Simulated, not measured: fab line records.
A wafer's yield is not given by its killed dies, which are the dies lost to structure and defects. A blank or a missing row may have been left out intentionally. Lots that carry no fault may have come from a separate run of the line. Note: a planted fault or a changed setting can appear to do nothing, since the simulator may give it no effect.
fab line records -- flow n5-finfet
[record] lots = 11, wafers = 30, last-day = 18
route steps=1938 shown BEOL_M4@1111 BEOL_M7@1318 BEOL_M8@1332 PASSIVATION@1936
lots with no fault: from the same line, run without faults
start-h: start of the lot's first displayed wafer, in hours after the record's first day -- wait-h: hours elapsed since this lot's preceding step -- " same as the row above -- L1.1+2: one row covering several wafers at once -- - either no value or no given start -- * or withheld: withheld -- < > ~ a bound
route shown NAME@n: NAME is a module with steps in the file, n the number in the route of the first one -- usual: the fault-free wafers' mean and standard deviation -- same: alike in all rows -- chamber/n: place in a boat -- sites: per-site readings -- _std_site: standard deviation of those values -- _edge_site: the outer-site mean with the inner-site mean subtracted -- radius-mm: how far each site lies from the wafer's centre -- mask NAME#n: copy n -- behind: tool/chamber where the wafer was last shaped -- hold: why the lot was held/for how many hours/how that ended -- device: the n, p or np transistor that did not switch -- end of line: at the end of the route, the tests of the same wafers -- where a step has no rows: the recipe by itself -- killed: the dies lost at the first sort to structure and to defects; this is not the yield of the wafer -- map: a wafer's dies, marking killed ones x, the rest . and places with no die _
set.NAME: setting as actually run; set.NAME@STEP: the setting as run at that earlier step -- model.NAME: the simulator's own value behind a step, which no gauge read
one table for each step of the route and one row for each wafer, over a sample of lots
services: from which hour (start-h, from the record's first day; less than 0 if before it) a tool's chamber was out of use, for how many hours, and why
[[steps]]
[step N5_BEOL_M4_RC_MEAS_101]
[usual] DIBL_N = 37.4/2.1, DIBL_P = 37.8/2.5, IOFF_N = 0.19/0.045, IOFF_P = 0.24/0.05, ION_N = 682/16, ION_P = 467/11, SS_N = 71.9/0.67, SS_P = 73.6/0.76, VT_N = 247/3.6, VT_P = -248/3.6
lot.wafer,tool,chamber,start-h,wait-h,DIBL_N[mV/V],DIBL_P[mV/V],IOFF_N[nA/um],IOFF_P[nA/um],ION_N[uA/um],ION_P[uA/um],SS_N[mV/dec],SS_P[mV/dec],VT_N[mV],VT_P[mV]
L469.3,prober-02,0,185.35,0.3,35.1,34.3,0.15,0.19,694,475,71.3,72.7,249,-252
L469.4,prober-02,0,185.35,0.3,37.9,36.8,0.19,0.22,690,465,72.0,73.8,244,-249
L469.5,prober-02,0,185.35,0.3,36.0,33.6,0.14,0.18,650,447,72.1,73.1,253,-252
L472.1,prober-02,0,191.10,0.0,38.9,39.8,0.23,0.29,704,477,73.0,74.0,242,-244
L472.2,prober-02,0,191.10,0.0,35.4,36.1,0.16,0.22,665,459,72.0,73.6,245,-246
L472.3,prober-02,0,191.10,0.0,33.9,34.6,0.13,0.20,682,477,71.7,72.8,250,-250
L473.2,prober-02,0,212.62,0.2,36.2,37.4,0.16,0.22,689,470,71.4,73.9,247,-248
L473.5,prober-02,0,212.62,0.2,35.6,36.6,0.16,0.21,695,473,72.0,73.1,249,-249
L479.3,prober-01,0,245.91,0.3,41.3,43.0,0.24,0.33,676,463,72.7,74.0,245,-246
L479.4,prober-01,0,245.91,0.3,40.2,42.4,0.24,0.32,695,479,72.9,74.7,245,-247
L479.6,prober-01,0,245.91,0.3,39.6,40.5,0.23,0.28,713,481,72.3,74.7,245,-246
L480.2,prober-02,0,254.80,1.0,34.6,33.4,0.14,0.15,664,440,71.1,73.0,254,-256
L480.3,prober-02,0,254.80,1.0,38.8,39.6,0.23,0.23,696,459,72.3,74.1,244,-251
L480.4,prober-02,0,254.80,1.0,39.8,42.2,0.24,0.29,681,457,71.7,74.8,244,-248
L481.3,prober-02,0,259.51,0.3,38.9,38.7,0.21,0.27,671,464,72.6,74.2,245,-245
L481.4,prober-02,0,259.51,0.3,41.0,41.4,0.25,0.33,671,463,73.6,75.0,244,-241
L481.5,prober-02,0,259.51,0.3,38.5,37.7,0.21,0.26,693,470,73.0,73.8,244,-244
L483.2,prober-02,0,278.04,0.2,35.8,36.9,0.16,0.22,687,474,71.8,73.5,250,-250
L483.3,prober-02,0,278.04,0.2,36.6,37.4,0.18,0.25,693,472,72.0,73.6,246,-247
L484.1,prober-01,0,283.37,0.0,40.4,43.3,0.25,0.38,675,465,72.9,75.2,243,-243
L484.5,prober-01,0,283.37,0.0,37.5,37.7,0.17,0.23,663,453,72.1,72.9,252,-249
L484.6,prober-01,0,283.37,0.0,40.2,42.0,0.26,0.35,710,484,71.9,74.2,241,-239
L487.2,prober-02,0,288.22,0.2,37.6,37.5,0.20,0.27,715,493,71.5,73.7,246,-244
L487.5,prober-02,0,288.22,0.2,36.1,36.6,0.19,0.28,697,485,71.0,74.0,247,-242
L486.2,prober-01,0,292.49,0.2,35.8,34.2,0.13,0.18,677,471,70.6,72.6,252,-251
L486.4,prober-01,0,292.49,0.2,36.1,33.9,0.14,0.19,681,471,70.8,72.5,251,-250
L486.6,prober-01,0,292.49,0.2,38.4,36.6,0.16,0.22,673,465,71.3,73.1,252,-249
L488.1,prober-02,0,299.62,0.0,31.5,31.3,0.10,0.15,654,459,70.0,71.4,254,-254
L488.4,prober-02,0,299.62,0.0,34.3,34.7,0.14,0.19,665,465,71.4,72.7,250,-248
L488.6,prober-02,0,299.62,0.0,34.5,35.4,0.14,0.20,667,463,71.7,72.8,250,-251
[step N5_BEOL_M7_DEGAS_44]
[recipe] ambient = vacuum, temp-c = 250, time-s = 60
[usual] heater-power-w = 324/29
lot.wafer,tool,chamber,start-h,wait-h,heater-power-w
L469.3,pvd-sputter-02,-,211.35,1.3,321
L469.4,pvd-sputter-02,-,211.35,1.3,338
L469.5,pvd-sputter-02,-,211.35,1.3,338
L472.1,pvd-sputter-02,-,216.54,0.7,337
L472.2,pvd-sputter-02,-,216.54,0.7,354
L472.3,pvd-sputter-02,-,216.54,0.7,344
L473.2,pvd-sputter-01,-,236.70,0.4,291
L473.5,pvd-sputter-01,-,236.70,0.4,352
L479.3,pvd-sputter-01,-,276.93,1.6,295
L479.4,pvd-sputter-01,-,276.93,1.6,333
L479.6,pvd-sputter-01,-,276.93,1.6,291
L480.2,pvd-sputter-01,-,283.79,0.5,322
L480.3,pvd-sputter-01,-,283.79,0.5,346
L480.4,pvd-sputter-01,-,283.79,0.5,295
L481.3,pvd-sputter-01,-,292.29,0.2,321
L481.4,pvd-sputter-01,-,292.29,0.2,343
L481.5,pvd-sputter-01,-,292.29,0.2,318
L483.2,pvd-sputter-01,-,307.31,0.4,333
L483.3,pvd-sputter-01,-,307.31,0.4,294
L484.1,pvd-sputter-01,-,311.81,0.3,348
L484.5,pvd-sputter-01,-,311.81,0.3,343
L484.6,pvd-sputter-01,-,311.81,0.3,337
L486.2,pvd-sputter-02,-,320.46,1.7,366
L486.4,pvd-sputter-02,-,320.46,1.7,322
L486.6,pvd-sputter-02,-,320.46,1.7,364
L487.2,pvd-sputter-03,-,321.63,0.5,265
L487.5,pvd-sputter-03,-,321.63,0.5,262
L488.1,pvd-sputter-03,-,328.84,2.3,268
L488.4,pvd-sputter-03,-,328.84,2.3,378
L488.6,pvd-sputter-03,-,328.84,2.3,260
[step N5_BEOL_M8_ILD_DEP_00]
[recipe] material = SiCOH_lowk, target-thk-a = 1797.5, temp-c = 300, precursor = DEMS/porogen, pressure-torr = 5, rf-w = 500, time-s = 33.4
[usual] heater-power-w = 324/76, showerhead-plenum-p-Torr = 5.751/0.02, throttle-valve-pct = 13.7/0.44
lot.wafer,tool,chamber,start-h,wait-h,heater-power-w,showerhead-plenum-p-Torr,throttle-valve-pct
L469.3,pecvd-01,0,213.24,0.1,318,5.761,13.6
L469.4,pecvd-01,1,213.24,0.1,247,5.745,13.3
L469.5,pecvd-01,0,213.24,0.1,321,5.750,13.5
L472.1,pecvd-01,0,218.53,0.0,319,5.765,13.5
L472.2,pecvd-01,1,218.53,0.0,254,5.746,13.3
L472.3,pecvd-01,0,218.53,0.0,335,5.756,13.6
L473.2,pecvd-02,2,238.42,0.0,274,5.722,14.1
L473.5,pecvd-02,2,238.42,0.0,276,5.707,14.1
L479.3,pecvd-02,0,279.16,0.0,241,5.751,14.0
L479.4,pecvd-02,1,279.16,0.0,309,5.773,14.5
L479.6,pecvd-02,0,279.16,0.0,249,5.751,14.0
L480.2,pecvd-02,2,285.81,0.0,254,5.714,13.8
L480.3,pecvd-02,0,285.81,0.0,285,5.762,14.1
L480.4,pecvd-02,1,285.81,0.0,314,5.752,14.6
L481.3,pecvd-01,1,294.50,0.0,242,5.732,13.2
L481.4,pecvd-01,1,294.50,0.0,248,5.739,13.3
L481.5,pecvd-01,2,294.50,0.0,264,5.739,13.0
L483.2,pecvd-01,1,309.13,0.0,248,5.738,13.5
L483.3,pecvd-01,2,309.13,0.0,336,5.750,12.7
L484.1,pecvd-01,0,313.45,0.0,391,5.763,13.7
L484.5,pecvd-01,0,313.45,0.0,388,5.750,14.1
L484.6,pecvd-01,2,313.45,0.0,276,5.734,12.9
L486.2,pecvd-04,1,322.38,0.0,354,5.756,13.5
L486.4,pecvd-04,2,322.38,0.0,470,5.801,13.6
L486.6,pecvd-04,1,322.38,0.0,374,5.751,13.7
L487.2,pecvd-01,0,323.64,0.0,391,5.769,13.8
L487.5,pecvd-01,0,323.64,0.0,390,5.761,13.6
L488.1,pecvd-04,1,330.51,0.0,411,5.750,13.7
L488.4,pecvd-04,2,330.51,0.0,478,5.785,13.7
L488.6,pecvd-04,1,330.51,0.0,417,5.753,13.7
[step N5_BEOL_M8_THK_MEAS_01]
[recipe] reads = SiCOH_lowk_of_BEOL_M8_ILD_DEP_00
[usual] M8_ILD_THK = 155.1/2.2
lot.wafer,tool,chamber,start-h,wait-h,M8_ILD_THK[nm]
L469.3,film-metro-02,-,213.83,0.3,157.9
L469.4,film-metro-02,-,213.83,0.3,158.1
L469.5,film-metro-02,-,213.83,0.3,156.6
L472.1,film-metro-01,-,219.13,0.4,154.6
L472.2,film-metro-01,-,219.13,0.4,155.3
L472.3,film-metro-01,-,219.13,0.4,155.3
L473.2,film-metro-01,-,238.99,0.4,154.7
L473.5,film-metro-01,-,238.99,0.4,158.6
L479.3,film-metro-02,-,279.77,0.3,233.4
L479.4,film-metro-02,-,279.77,0.3,157.5
L479.6,film-metro-02,-,279.77,0.3,239.1
L480.2,film-metro-01,-,286.39,0.4,154.4
L480.3,film-metro-01,-,286.39,0.4,232.0
L480.4,film-metro-01,-,286.39,0.4,156.2
L481.3,film-metro-01,-,295.08,0.3,154.9
L481.4,film-metro-01,-,295.08,0.3,158.4
L481.5,film-metro-01,-,295.08,0.3,153.7
L483.2,film-metro-02,-,309.70,0.4,156.7
L483.3,film-metro-02,-,309.70,0.4,152.6
L484.1,film-metro-02,-,314.87,0.4,154.9
L484.5,film-metro-02,-,314.87,0.4,157.0
L484.6,film-metro-02,-,314.87,0.4,154.6
L486.2,film-metro-02,-,322.96,0.4,151.4
L486.4,film-metro-02,-,322.96,0.4,156.8
L486.6,film-metro-02,-,322.96,0.4,155.7
L487.2,film-metro-01,-,324.21,0.4,153.7
L487.5,film-metro-01,-,324.21,0.4,157.1
L488.1,film-metro-01,-,331.15,0.4,152.9
L488.4,film-metro-01,-,331.15,0.4,154.2
L488.6,film-metro-01,-,331.15,0.4,155.4
[step N5_BEOL_M8_CD_MEAS_11]
[recipe] target-cd-nm = 38.5, landing-energy-ev = 500, detector = se-inlens, polarity = opening
[usual] cd-nm = 38.8/0.55
[same] landing-energy-ev = 500
lot.wafer,tool,chamber,start-h,wait-h,cd-nm
L469.3,cd-sem-01,0,215.63,-,39.5
L469.4,cd-sem-01,0,215.63,-,38.6
L469.5,cd-sem-01,0,215.63,-,39.5
L472.1,cd-sem-03,0,220.78,-,38.7
L472.2,cd-sem-03,0,220.78,-,37.8
L472.3,cd-sem-03,0,220.78,-,38.7
L473.2,cd-sem-02,0,240.34,-,38.8
L473.5,cd-sem-02,0,240.34,-,39.3
L479.3,cd-sem-01,0,281.51,-,39.8
L479.4,cd-sem-01,0,281.51,-,38.4
L479.6,cd-sem-01,0,281.51,-,39.0
L480.2,cd-sem-03,0,288.68,-,38.4
L480.3,cd-sem-03,0,288.68,-,37.6
L480.4,cd-sem-03,0,288.68,-,38.4
L481.3,cd-sem-01,0,296.06,-,38.3
L481.4,cd-sem-01,0,296.06,-,38.9
L481.5,cd-sem-01,0,296.06,-,37.6
L483.2,cd-sem-03,0,310.59,-,39.6
L483.3,cd-sem-03,0,310.59,-,39.7
L484.1,cd-sem-01,0,315.64,-,38.4
L484.5,cd-sem-01,0,315.64,-,38.3
L484.6,cd-sem-01,0,315.64,-,39.0
L486.2,cd-sem-02,0,323.45,-,39.3
L486.4,cd-sem-02,0,323.45,-,39.4
L486.6,cd-sem-02,0,323.45,-,39.4
L487.2,cd-sem-03,0,326.25,-,39.1
L487.5,cd-sem-03,0,326.25,-,38.4
L488.1,cd-sem-03,0,332.70,-,37.9
L488.4,cd-sem-03,0,332.70,-,39.3
L488.6,cd-sem-03,0,332.70,-,38.7
[step N5_BEOL_M8_OVL_MEAS_12]
[recipe] points-per-wafer = 44
[usual] M8_OVL = -0.1/0.85
lot.wafer,tool,chamber,start-h,wait-h,M8_OVL[nm]
L469.3,overlay-02,0,215.66,0.0,0.3
L469.4,overlay-02,0,215.66,0.0,-1.9
L469.5,overlay-02,0,215.66,0.0,-0.5
L472.1,overlay-02,0,220.81,0.0,1.6
L472.2,overlay-02,0,220.81,0.0,0.0
L472.3,overlay-02,0,220.81,0.0,0.6
L473.2,overlay-01,0,240.37,0.0,0.3
L473.5,overlay-01,0,240.37,0.0,1.3
L479.3,overlay-02,0,281.58,0.1,-0.4
L479.4,overlay-02,0,281.58,0.1,1.0
L479.6,overlay-02,0,281.58,0.1,0.0
L480.2,overlay-02,0,288.71,0.0,0.9
L480.3,overlay-02,0,288.71,0.0,0.5
L480.4,overlay-02,0,288.71,0.0,-0.4
L481.3,overlay-01,0,296.09,0.0,-0.5
L481.4,overlay-01,0,296.09,0.0,0.5
L481.5,overlay-01,0,296.09,0.0,-1.1
L483.2,overlay-01,0,310.62,0.0,-2.0
L483.3,overlay-01,0,310.62,0.0,-0.2
L484.1,overlay-01,0,315.67,0.0,-2.0
L484.5,overlay-01,0,315.67,0.0,-2.6
L484.6,overlay-01,0,315.67,0.0,-1.3
L486.2,overlay-01,0,323.48,0.0,-1.0
L486.4,overlay-01,0,323.48,0.0,0.4
L486.6,overlay-01,0,323.48,0.0,-0.8
L487.2,overlay-02,0,326.28,0.0,-0.5
L487.5,overlay-02,0,326.28,0.0,-0.8
L488.1,overlay-01,0,332.73,0.0,0.8
L488.4,overlay-01,0,332.73,0.0,-0.7
L488.6,overlay-01,0,332.73,0.0,-0.5
[step N5_PASSIVATION_PROBE_49]
[usual] defect-limited-yield = 90.9/1.6, killed_at_M0_to_M3 = 34/10, killed_at_M4_up = 13/5.4, killed-at-contacts = 13/6, killed-at-front-end = 42/13, killed-at-other = 4/3.2, killed-dies = 107/18, killed-on-rim = 14/4.2, killed-open = 69/14, killed-short = 35/7.7, sort_bin_4_leakage = 0.02/0.17, sort_bin_5_function = 5.3/1, sort_bin_6_memory = 3.3/0.75, sort-n-pass = 1073/19, sort-yield-pct = 90.9/1.6
[same] gross-dies = 1180, killed-at-back-side = 0, sort_bin_8_speed[%] = 0
lot.wafer,tool,chamber,start-h,wait-h,defect-limited-yield[%],killed_at_M0_to_M3,killed_at_M4_up,killed-at-contacts,killed-at-front-end,killed-at-other,killed-dies,killed-on-rim,killed-open,killed-short,sort_bin_4_leakage[%],sort_bin_5_function[%],sort_bin_6_memory[%],sort-n-pass,sort-yield-pct[%]
L479.3,prober-01,-,353.38,0.1,0,37,1085,10,46,2,1180,152,68,47,0,96.9,2.7,0,0
L479.4,prober-01,-,353.43,0.2,90.3,48,7,19,39,2,115,17,74,41,0,5.8,3.4,1065,90.3
L479.6,prober-01,-,353.53,0.3,0,33,1075,22,48,2,1180,152,86,42,0,95.3,4.2,0,0
L480.2,prober-01,-,357.46,0.1,89.2,39,10,23,49,6,127,15,88,31,0,6.0,4.2,1053,89.2
L480.3,prober-01,-,357.51,0.1,0,43,1086,10,36,5,1180,152,65,36,0,96.7,3.0,0,0
L480.4,prober-01,-,357.56,0.2,88.7,60,14,7,48,4,133,14,85,41,0.08,6.9,4.3,1046,88.6
L484.1,prober-01,-,388.60,0.0,90.3,35,16,17,45,2,115,19,70,39,0.08,5.4,3.8,1064,90.2
L484.5,prober-01,-,388.80,0.2,89.1,62,14,17,27,9,129,17,88,40,0,6.3,4.4,1051,89.1
L484.6,prober-01,-,388.85,0.3,90.0,62,10,7,36,3,118,19,72,42,0,6.4,3.1,1062,90.0
// killed by level:class
L479.3 BEOL_M8:area-etch=1063 BEOL_M0_SAQP:geometric-particle:short=16 FIN_SAQP:geometric-particle:open=12 FIN_SAQP:geometric-particle:short=9 BEOL_M1:geometric-particle:open=8 BEOL_M4:geometric-particle:open=8 STI_FIN_REVEAL:geometric-particle:open=7 MOL_CONTACT_COAG:geometric-particle:open=7
L479.4 MOL_CONTACT_COAG:geometric-particle:open=15 BEOL_M0_SAQP:geometric-particle:short=15 FIN_SAQP:geometric-particle:open=14 FIN_SAQP:geometric-particle:short=10 BEOL_M0_SAQP:geometric-particle:open=8 BEOL_M3:geometric-particle:open=7 BEOL_M2:geometric-particle:open=5 STI_FIN_REVEAL:geometric-particle:open=5
L479.6 BEOL_M8:area-etch=1050 MOL_CONTACT_COAG:geometric-particle:open=15 STI_FIN_REVEAL:geometric-particle:open=11 BEOL_M4:geometric-particle:open=10 MOL_CONTACT_COAG:geometric-particle:short=7 BEOL_M0_SAQP:geometric-particle:short=7 BEOL_M3:geometric-particle:open=7 FIN_SAQP:geometric-particle:short=6
L480.2 MOL_CONTACT_COAG:geometric-particle:open=20 STI_FIN_REVEAL:geometric-particle:open=11 BEOL_M2:geometric-particle:open=9 BEOL_M0_SAQP:geometric-particle:open=9 BEOL_M3:geometric-particle:open=9 FIN_SAQP:geometric-particle:open=7 FIN_SAQP:geometric-particle:short=6 HKMG_FIN:area-etch=6
L480.3 BEOL_M8:area-etch=1079 BEOL_M2:geometric-particle:open=11 FIN_SAQP:geometric-particle:open=9 BEOL_M0_SAQP:geometric-particle:short=9 MOL_CONTACT_COAG:geometric-particle:open=7 GATE_CUT:geometric-particle:short=5 BEOL_M0_SAQP:geometric-particle:open=5 BEOL_M1:geometric-particle:open=5
L480.4 FIN_SAQP:geometric-particle:open=13 BEOL_M0_SAQP:geometric-particle:open=13 BEOL_M0_SAQP:geometric-particle:short=13 BEOL_M2:geometric-particle:open=11 STI_FIN_REVEAL:geometric-particle:open=9 BEOL_M1:geometric-particle:open=7 BEOL_M3:geometric-particle:open=7 FIN_SAQP:geometric-particle:short=6
L484.1 MOL_CONTACT_COAG:geometric-particle:open=14 BEOL_M0_SAQP:geometric-particle:short=12 FIN_SAQP:geometric-particle:open=11 BEOL_M4:geometric-particle:open=9 FIN_SAQP:geometric-particle:short=8 DUMMY_GATE:geometric-particle:open=5 STARTING-WAFER:geometric-particle:short=5 BEOL_M1:geometric-particle:open=5
L484.5 BEOL_M0_SAQP:geometric-particle:open=22 BEOL_M0_SAQP:geometric-particle:short=20 MOL_CONTACT_COAG:geometric-particle:open=14 BEOL_M4:geometric-particle:open=11 BEOL_M1:geometric-particle:open=9 STI_FIN_REVEAL:geometric-particle:open=6 BEOL_M2:geometric-particle:open=5 DUMMY_GATE:geometric-particle:open=4
L484.6 BEOL_M0_SAQP:geometric-particle:open=23 BEOL_M0_SAQP:geometric-particle:short=14 FIN_SAQP:geometric-particle:open=8 GATE_CUT:geometric-particle:short=7 MOL_CONTACT_COAG:geometric-particle:open=7 BEOL_M3:geometric-particle:open=7 BEOL_M1:geometric-particle:open=6 BEOL_M4:geometric-particle:open=6
[[services]]
tool,chamber,start-h,hours,kind
pecvd-04,1,188.20,4.6,repair
pecvd-01,-,188.36,0.8,repair
pecvd-04,1,194.61,2.1,scheduled-down
pecvd-02,0,200.13,5.0,scheduled-down
pecvd-01,2,202.38,-,clean
pecvd-01,2,202.38,-,consumable-replace:showerhead
pecvd-01,2,202.38,29.0,scheduled-down
pecvd-01,2,202.38,29.0,vent-cycle
pecvd-02,-,239.60,1.0,repair
pecvd-01,-,242.73,2.0,repair
pecvd-01,1,268.27,3.6,repair
pvd-sputter-02,-,305.99,6.3,repair
pecvd-01,2,314.61,4.8,repair
pecvd-01,0,326.49,2.1,scheduled-down
pecvd-04,0,328.05,5.5,scheduled-down
[[key]]
[first-sign] step = N5_BEOL_M8_THK_MEAS_01, reading = M8_ILD_THK, direction = up, sigmas = 37, usual = 155.1, struck = 234.8
[effect] step = N5_PASSIVATION_PROBE_49, reading = killed_at_M4_up, direction = up, sigmas = 99+, usual = 13, struck = 1082
[more-kills-born-at] N5_BEOL_M8_ETCH_41@rie-diel-01 = 3192
met-at N5_BEOL_M8_ILD_DEP_00
struck-lots L479,L480
struck-wafers L479.3,L479.6,L480.3
later-rows-left-out L479.3,L479.6,L480.3
not-acting-at N5_BEOL_M7_DEGAS_44,N5_BEOL_M8_CD_MEAS_11,N5_BEOL_M8_OVL_MEAS_12
[fault] kind = process-parameter-drift, tool = pecvd-02, chamber = 0, onset-h = 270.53, steps = N5_BEOL_M8_ILD_DEP_00, channel = time-s, offset = *, shape = step, end-h = 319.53, acts-in = *, stated = *
// later-rows-left-out: the simulator's readings of these wafers behind a module that went badly wrong aren't trusted and aren't shown, but for the sort
